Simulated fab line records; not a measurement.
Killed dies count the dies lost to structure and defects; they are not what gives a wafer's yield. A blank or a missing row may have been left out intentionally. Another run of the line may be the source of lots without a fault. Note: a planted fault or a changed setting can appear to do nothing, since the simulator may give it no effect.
fab line records	flow nand-harc
record lots=11	wafers=33	last-day=34
route steps=1302 shown P_M0@278 P_M1@302
lots with no fault: from the same line, run without faults
start-h: the number of hours between the record's first day and the start of the first shown wafer of the lot	wait-h: hours from the lot's prior step to this one	" same as the row above	L1.1+2: several wafers, shown together as one row	- value missing, or start not given	* or withheld: withheld	< > ~ a bound
route shown NAME@n: a module of which the file shows steps, and the number in the route of the first	usual: mean and standard deviation over wafers with no fault	same: alike in all rows	chamber/n: place in a boat	sites: readings site by site	_std_site: the standard deviation of these	_edge_site: outer sites' mean less inner sites'	radius-mm: how far each site lies from the wafer's centre	mask NAME#n: copy n	behind: the most recent tool/chamber to have shaped the wafer	hold: cause of the lot's hold/its duration in hours/its outcome	device: which transistor (n, p or np) failed to switch	end of line: the tests these same wafers got at the end of their route	where a step has no rows: the recipe by itself	killed: the dies lost at the first sort to structure and to defects; this is not the yield of the wafer	map: the dies of a wafer, with x for killed, . for not killed, _ for no die there
set.NAME: the setting the step ran with; set.NAME@STEP: the setting that earlier step ran with	model.NAME: the simulator's own value behind a step, which no gauge read
steps of the route over a sample of lots; a table a step, a row a wafer
services: from which hour (start-h, from the record's first day; less than 0 if before it) a tool's chamber was out of use, for how many hours, and why
## steps
# step NHARC_P_M0_CMP_23
# recipe t-overpolish-s=20	target-thk-nm=117.54
# usual motor-current-A=12.1/1.3	retaining-ring-pressure-frac=1.000/0.005	time-to-endpoint-s=29.5/2.2
lot.wafer	tool	chamber	start-h	wait-h	motor-current-A	retaining-ring-pressure-frac	time-to-endpoint-s
L346.3	cmp-01	0	128.60	-	12.3	1.002	30.1
L346.4	"	2	"	"	10.3	0.999	28.6
L346.6	"	0	"	"	12.7	1.003	30.2
L347.1	cmp-04	1	131.89	-	13.3	0.998	29.6
L347.4	"	2	"	"	13.0	0.997	28.5
L347.2	"	3	"	"	9.4	0.998	28.6
L349.1	cmp-04	2	157.23	-	12.9	1.004	30.4
L349.3	"	3	"	"	9.4	0.996	31.1
L349.5	"	0	"	"	10.9	0.997	31.8
L351.1	cmp-01	0	176.20	-	12.5	1.007	26.4
L351.4	"	2	"	"	11.3	1.002	25.6
L351.5	"	1	"	"	11.9	1.005	27.5
L354.2	cmp-02	2	204.98	-	14.0	1.003	30.3
L354.1	"	1	"	"	11.8	1.009	30.7
L354.6	"	2	"	"	13.8	1.005	33.2
L359.3	cmp-01	1	271.50	-	11.6	0.995	28.6
L359.2	"	3	"	"	13.2	0.995	30.5
L359.5	"	1	"	"	12.1	0.997	28.4
L362.2	cmp-04	2	288.94	-	13.1	1.000	30.2
L362.3	"	3	"	"	9.4	0.994	30.2
L362.4	"	0	"	"	10.5	1.007	31.0
L364.3	cmp-01	0	302.64	-	11.9	0.997	27.9
L364.1	"	3	"	"	13.1	1.009	32.1
L364.6	"	0	"	"	13.0	0.995	27.8
L365.1	cmp-02	2	318.08	-	14.6	0.996	31.3
L365.4	"	3	"	"	13.4	1.007	27.9
L365.6	"	1	"	"	12.0	1.012	25.6
L369.1	cmp-04	1	349.67	-	12.6	0.997	30.5
L369.4	"	3	"	"	9.3	1.005	26.9
L369.5	"	1	"	"	13.1	0.996	28.3
L368.2	cmp-04	2	350.76	-	13.7	0.997	27.2
L368.6	"	3	"	"	9.4	0.999	27.5
L368.5	"	0	"	"	10.6	1.007	28.7
# step NHARC_P_M1_STRIP_18
# recipe power-w=1000	n2-flow-sccm=150	h2-flow-sccm=150	ar-flow-sccm=0	bias-w=0	chemistry=N2/H2
# usual drypump-motor-current-A=5.7/0.31	h2-flow-sccm=150.1/0.46	oes-product-au=1.000/0.0076	rf-vpp-V=90.4/1.1	showerhead-plenum-p-Torr=1.99/0.11	throttle-valve-pct=14.170/0.0091
lot.wafer	tool	chamber	start-h	wait-h	drypump-motor-current-A	h2-flow-sccm	oes-product-au	rf-hours-counter-h	rf-vpp-V	showerhead-plenum-p-Torr	throttle-valve-pct
L346.4	rie-diel-05	0	130.91	0.1	5.7	150.6	1.003	5	89.4	1.91	14.165
L346.3	"	3	"	"	5.8	149.7	1.014	4	91.4	2.21	14.165
L346.6	"	1	"	"	5.9	149.6	1.007	-	90.4	1.95	14.157
L347.4	rie-diel-05	2	134.14	0.1	5.9	150.6	1.017	4	90.4	1.92	14.154
L347.1	"	3	"	"	5.8	150.3	1.009	5	93.1	2.21	14.160
L347.2	"	1	"	"	5.9	150.1	1.006	5	89.8	1.95	14.175
L349.3	rie-diel-05	1	159.96	0.1	5.9	149.8	1.012	7	90.4	1.94	14.166
L349.1	"	3	"	"	5.8	150.0	1.000	6	92.1	2.21	14.180
L349.5	"	1	"	"	5.9	149.9	1.002	-	91.0	1.94	14.169
L351.1	rie-diel-02	2	178.71	0.1	5.4	149.5	1.010	39	88.9	1.94	14.168
L351.4	"	3	"	"	5.4	149.6	1.003	40	92.0	2.04	14.180
L351.5	"	0	"	"	4.9	150.7	0.998	-	91.1	1.90	14.180
L354.2	rie-diel-13	3	207.52	0.1	5.4	150.4	0.992	2	90.3	2.14	14.178
L354.1	"	0	"	"	6.3	149.5	0.995	2	89.1	1.94	14.173
L354.6	"	2	"	"	5.6	150.4	0.992	-	90.2	1.93	14.159
L359.3	rie-diel-13	0	273.98	0.1	6.3	150.1	0.990	9	89.6	1.94	14.170
L359.2	"	1	"	"	5.1	149.5	1.004	10	90.8	2.00	14.163
L359.5	"	0	"	"	6.3	150.3	1.010	-	90.7	1.94	14.160
L362.2	rie-diel-05	2	291.37	0.1	5.9	149.6	0.995	2	88.6	1.91	14.171
L362.4	"	3	"	"	5.8	150.1	1.008	2	93.2	2.20	14.169
L362.3	"	1	"	"	5.9	150.6	1.011	3	91.0	1.94	14.178
L364.1	rie-diel-05	3	305.08	0.1	5.8	149.5	1.005	3	92.2	2.20	14.173
L364.3	"	1	"	"	5.9	150.7	1.005	4	90.3	1.94	14.195
L364.6	"	0	"	"	5.8	149.7	0.997	-	88.8	1.91	14.171
L365.1	rie-diel-05	2	320.46	0.1	5.9	150.0	0.991	4	88.5	1.91	14.179
L365.4	"	3	"	"	5.8	150.1	1.015	3	90.7	2.21	14.166
L365.6	"	2	"	"	6.0	150.7	0.995	-	89.9	1.91	14.175
L369.1	rie-diel-05	0	352.24	0.1	5.8	151.4	0.998	7	88.6	1.91	14.185
L369.4	"	1	"	"	5.9	150.8	1.005	7	91.0	1.94	14.169
L369.5	"	1	"	"	5.9	150.5	1.010	-	89.8	1.94	14.168
L368.2	rie-diel-05	3	353.30	0.1	5.8	150.6	0.998	6	91.9	2.20	14.185
L368.5	"	2	"	"	5.9	150.3	0.995	-	89.5	1.91	14.169
L368.6	"	3	"	"	5.8	150.7	1.004	-	91.8	2.20	14.172
# step NHARC_P_M1_PVD_21
# recipe target-thk-a=300	chamber-pressure-pa=5	power-w=5000	substrate-temp-c=30	time-s=20.49	material=Cu
# usual substrate-temp-c=30.01/0.11	throttle-valve-pct=30.3/1
lot.wafer	tool	chamber	start-h	wait-h	substrate-temp-c	throttle-valve-pct
L346.3	pvd-sputter-01	-	-	-	29.97	30.6
L346.4	"	-	"	"	30.05	32.2
L346.6	"	-	"	"	29.89	28.9
L347.1	pvd-sputter-01	-	-	-	29.74	29.5
L347.2	"	-	"	"	30.11	31.1
L347.4	"	-	"	"	30.12	32.2
L349.3	pvd-sputter-02	-	-	-	29.98	30.0
L349.1	"	-	"	"	30.12	29.5
L349.5	"	-	"	"	30.05	30.0
L351.1	pvd-sputter-03	-	-	-	30.05	31.2
L351.4	"	-	"	"	30.00	29.4
L351.5	"	-	"	"	30.18	31.1
L354.2	pvd-sputter-01	-	-	-	29.94	31.2
L354.1	"	-	"	"	30.02	32.5
L354.6	"	-	"	"	30.37	29.7
L359.3	pvd-sputter-02	-	-	-	30.17	29.7
L359.2	"	-	"	"	29.98	29.9
L359.5	"	-	"	"	30.02	29.9
L362.3	pvd-sputter-03	-	-	-	30.00	30.4
L362.4	"	-	"	"	30.06	28.8
L362.2	"	-	"	"	29.95	29.4
L364.3	pvd-sputter-01	-	-	-	30.16	31.7
L364.1	"	-	"	"	29.99	29.2
L364.6	"	-	"	"	30.14	29.8
L365.1	pvd-sputter-02	-	-	-	29.83	29.4
L365.4	"	-	"	"	29.79	32.0
L365.6	"	-	"	"	30.05	29.8
L369.4	pvd-sputter-01	-	-	-	30.11	31.5
L369.1	"	-	"	"	30.22	29.6
L369.5	"	-	"	"	29.86	31.6
L368.2	pvd-sputter-02	-	-	-	30.03	30.0
L368.5	"	-	"	"	29.99	29.2
L368.6	"	-	"	"	30.13	31.9
# step NHARC_P_M1_ECD_22
# recipe target-thk-a=4000	bath-temp-c=25	material=Cu
lot.wafer	tool	chamber	start-h	wait-h
L346.4+3+6	ecd-cu-01	0,1,1	132.01	-
L347.1+2+4	ecd-cu-01	1,0,1	135.14	-
L349.1+3+5	ecd-cu-02	0,1,0	160.94	-
L351.1+4+5	ecd-cu-02	0,1,1	179.66	-
L354.2+1+6	ecd-cu-01	0,1,0	208.49	-
L359.2+3+5	ecd-cu-02	0,1,1	274.95	-
L362.2+3+4	ecd-cu-01	1,0,1	292.42	-
L364.1+3+6	ecd-cu-01	0	306.14	-
L365.1+4+6	ecd-cu-01	0,0,1	321.46	-
L369.1+4+5	ecd-cu-01	1,0,1	353.30	-
L368.2+6+5	ecd-cu-01	0,0,1	354.32	-
# step NHARC_P_M1_CMP_23
# recipe t-overpolish-s=20	target-thk-nm=157.82
# usual motor-current-A=12.2/1.4	retaining-ring-pressure-frac=0.999/0.0049	time-to-endpoint-s=29.0/2
lot.wafer	tool	chamber	start-h	wait-h	motor-current-A	retaining-ring-pressure-frac	time-to-endpoint-s
L346.3	cmp-03	3	132.67	-	14.9	1.010	31.2
L346.4	"	1	"	"	13.7	1.001	28.1
L346.6	"	2	"	"	11.9	1.005	30.6
L347.1	cmp-03	1	135.87	-	13.5	1.005	30.3
L347.4	"	3	"	"	15.2	0.996	29.5
L347.2	"	0	"	"	12.3	0.994	33.2
L349.1	cmp-01	2	161.66	-	10.4	1.002	27.1
L349.3	"	0	"	"	12.9	1.007	29.0
L349.5	"	2	"	"	11.0	1.004	26.3
L351.1	cmp-03	3	180.45	-	14.2	1.002	28.5
L351.4	"	0	"	"	12.0	1.000	31.0
L351.5	"	3	"	"	14.4	1.004	29.1
L354.1	cmp-01	0	209.23	-	13.1	0.995	37.8
L354.2	"	2	"	"	10.6	0.997	27.7
L354.6	"	3	"	"	12.1	0.999	26.3
L359.2	cmp-04	3	275.69	-	9.5	1.000	29.1
L359.3	"	1	"	"	12.7	1.003	29.2
L359.5	"	3	"	"	10.0	0.993	27.8
L362.4	cmp-01	0	293.09	-	13.0	0.996	32.8
L362.3	"	1	"	"	12.2	0.999	33.9
L362.2	"	2	"	"	10.0	1.004	32.1
L364.3	cmp-01	1	306.81	-	12.1	0.999	27.7
L364.1	"	3	"	"	12.8	0.991	24.9
L364.6	"	1	"	"	11.6	0.995	28.9
L365.4	cmp-01	2	322.20	-	10.6	0.997	28.2
L365.1	"	0	"	"	13.1	1.003	30.7
L365.6	"	1	"	"	12.3	1.008	28.7
L369.1	cmp-01	3	354.00	-	13.2	0.995	28.5
L369.4	"	1	"	"	10.9	0.993	29.6
L369.5	"	3	"	"	13.1	0.998	31.0
L368.2	cmp-03	3	355.13	-	15.0	0.992	28.3
L368.6	"	0	"	"	10.9	0.995	30.8
L368.5	"	1	"	"	14.2	1.001	26.7
## services
tool	chamber	start-h	hours	kind
cmp-04	-	111.07	4.0	pm
pvd-sputter-01	-	121.61	4.5	repair
cmp-04	-	146.39	1.3	repair
rie-diel-05	3	151.34	6.8	repair
pvd-sputter-02	-	155.73	2.6	repair
ecd-cu-01	-	160.00	8.0	pm
cmp-03	-	162.05	4.0	pm
cmp-01	-	185.50	4.0	pm
cmp-01	-	190.60	1.2	repair
ecd-cu-01	-	195.09	1.2	repair
rie-diel-05	3	197.69	20.2	repair
cmp-04	-	209.07	4.0	pm
cmp-01	-	211.50	0.6	repair
pvd-sputter-01	-	226.02	10.0	pm
rie-diel-05	-	229.60	9.0	pm
cmp-01	-	237.96	2.8	repair
cmp-04	-	247.52	5.2	repair
rie-diel-05	3	267.31	5.5	repair
cmp-01	-	274.64	2.4	repair
cmp-01	-	283.50	4.0	pm
ecd-cu-01	-	300.51	1.6	repair
cmp-04	-	307.07	4.0	pm
rie-diel-05	3	310.83	8.0	repair
ecd-cu-01	-	336.00	8.0	pm
## key
first-sign step=NHARC_P_M1_CMP_23	reading=time-to-endpoint-s	direction=up	sigmas=4.4	usual=*	struck=*
effect none on later readings
met-at NHARC_P_M1_ECD_22
struck-lots L354
struck-wafers L354.1
not-acting-at NHARC_P_M0_CMP_23,NHARC_P_M1_STRIP_18,NHARC_P_M1_PVD_21
onset-between 135.14 208.49
fault kind=process-parameter-drift	tool=ecd-cu-01	chamber=-	onset-h=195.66	steps=NHARC_P_M1_ECD_22	channel=target-thk-a	offset=*	shape=step	end-h=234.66	scope=struck-wafers-only	acts-in=*	stated=*
